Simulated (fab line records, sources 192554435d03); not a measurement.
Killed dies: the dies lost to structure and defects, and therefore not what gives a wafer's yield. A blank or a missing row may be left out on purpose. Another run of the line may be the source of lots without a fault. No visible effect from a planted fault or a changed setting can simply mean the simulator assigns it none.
Matching of chambers ; flow n5 finfet ; N5_BEOL_M3_PECVD_72 on pecvd-03 has 3 sister chambers
The step deposits SiO2 from TEOS/O2, target thk 16 nm, time 18 s. 6 wafers are shown with their chamber, then 12 later ones without.

== WAFERS WITH THEIR CHAMBER ==
wafer;chamber;throttle valve pct (%);showerhead plenum p Torr (Torr)
L083.3;0;22.8;8.75
L083.5;0;22.7;8.76
L083.6;1;23.5;8.76
L086.3;2;21.4;8.91
L086.5;2;21.3;8.90
L086.6;1;23.6;8.78

== WAFERS WITH NO CHAMBER GIVEN ==
wafer;throttle valve pct (%);showerhead plenum p Torr (Torr)
L089.1;22.7;8.78
L089.2;21.4;8.89
L089.3;23.5;8.76
L089.4;22.8;8.75
L089.5;23.7;8.75
L089.6;21.1;8.88
L093.1;22.9;8.75
L093.3;23.5;8.77
L093.6;23.7;8.76
L097.2;23.6;8.75
L097.3;22.6;8.74
L097.6;23.4;8.74

== EACH ONE'S CHAMBER ==
wafer;from the rows above;in truth
L089.1;0;0
L089.2;2;2
L089.3;1;1
L089.4;0;0
L089.5;1;1
L089.6;2;2
L093.1;0;0
L093.3;1;1
L093.6;1;1
L097.2;1;1
L097.3;0;0
L097.6;1;1
12 of 12 placed correctly. Not placeable from these rows: 0. Number placed wrongly: 0.
How it was worked out, from the rows above alone: a wafer's distance from a chamber is the root of the sum, over the readings, of the square of ((its reading less the chamber's mean) divided by the reading's scatter). If the next closest chamber is less than 2 further off than the closest, the wafer can't be placed; otherwise it belongs to the closest. Each chamber's mean is taken over the wafers shown for it. The scatter is the square root of a quotient: the sum, over the shown wafers, of each reading's squared deviation from its chamber's mean, divided by wafers minus chambers.
